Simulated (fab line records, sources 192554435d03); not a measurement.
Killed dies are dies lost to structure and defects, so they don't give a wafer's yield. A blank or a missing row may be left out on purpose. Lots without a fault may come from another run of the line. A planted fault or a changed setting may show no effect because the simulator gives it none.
Chamber matching | flow n5_finfet | N5_BEOL_M8_ETCH_61 on rie_diel-04: 4 sister chambers
The step etches SiARC in CF4, target depth 45.5 nm, time 75.8 s. 16 wafers are shown with their chamber, then 8 later ones without.

WAFERS WITH THEIR CHAMBER
wafer  | chamber | showerhead_plenum_p_Torr (Torr) | drypump_motor_current_A (A) | throttle_valve_pct (%)
L077.1 | 0       | 2.11                            | 5.4                         | 15.61
L077.2 | 3       | 2.22                            | 4.9                         | 16.00
L077.5 | 2       | 2.04                            | 5.3                         | 15.44
L080.1 | 0       | 2.11                            | 5.5                         | 15.61
L080.3 | 1       | 2.25                            | 5.3                         | 15.24
L080.5 | 3       | 2.22                            | 4.9                         | 16.02
L089.2 | 3       | 2.21                            | 4.9                         | 16.06
L089.5 | 2       | 2.04                            | 5.3                         | 15.50
L089.6 | 1       | 2.25                            | 5.3                         | 15.29
L088.1 | 1       | 2.25                            | 5.3                         | 15.29
L088.3 | 3       | 2.21                            | 4.9                         | 16.07
L088.6 | 2       | 2.03                            | 5.3                         | 15.50
L090.2 | 3       | 2.21                            | 4.9                         | 16.07
L090.5 | 0       | 2.10                            | 5.4                         | 15.67
L090.6 | 3       | 2.21                            | 4.9                         | 16.09
L092.2 | 2       | 2.03                            | 5.3                         | 15.53

SIGNATURES (means of the wafers above)
reading                  | chamber 0 | chamber 1 | chamber 2 | chamber 3 | scatter within a chamber
showerhead_plenum_p_Torr | 2.1067    | 2.2500    | 2.0350    | 2.2133    | 0.005
drypump_motor_current_A  | 5.433     | 5.300     | 5.300     | 4.900     | 0.0236
throttle_valve_pct       | 15.6300   | 15.2733   | 15.4925   | 16.0517   | 0.0344
Rule: a wafer's distance from a chamber is the root of the sum, over the readings, of the square of ((its reading less the chamber's mean) divided by the reading's scatter). The wafer belongs to the nearest chamber; if the next one is less than 2 further off, it can't be placed. The scatter: the root of (the sum of the squares of (reading less its chamber's mean) over the shown wafers, divided by (wafers less chambers)).

WAFERS WITHOUT THEIR CHAMBER
wafer  | showerhead_plenum_p_Torr (Torr) | drypump_motor_current_A (A) | throttle_valve_pct (%)
L092.3 | 2.24                            | 5.3                         | 15.30
L092.5 | 2.10                            | 5.5                         | 15.68
L096.3 | 2.21                            | 4.9                         | 15.56
L096.5 | 2.21                            | 4.9                         | 15.57
L096.6 | 2.10                            | 5.4                         | 15.71
L097.1 | 2.24                            | 5.4                         | 15.32
L097.2 | 2.21                            | 4.9                         | 15.57
L097.6 | 2.21                            | 4.9                         | 15.56

WHICH CHAMBER EACH WENT THROUGH
wafer  | from the rows above | in truth
L092.3 | 1                   | 1
L092.5 | 0                   | 0
L096.3 | 3                   | 3
L096.5 | 3                   | 3
L096.6 | 0                   | 0
L097.1 | 1                   | 1
L097.2 | 3                   | 3
L097.6 | 3                   | 3
Placed correctly: 8 of 8. Can't be placed from these rows: 0. Placed wrongly: 0.
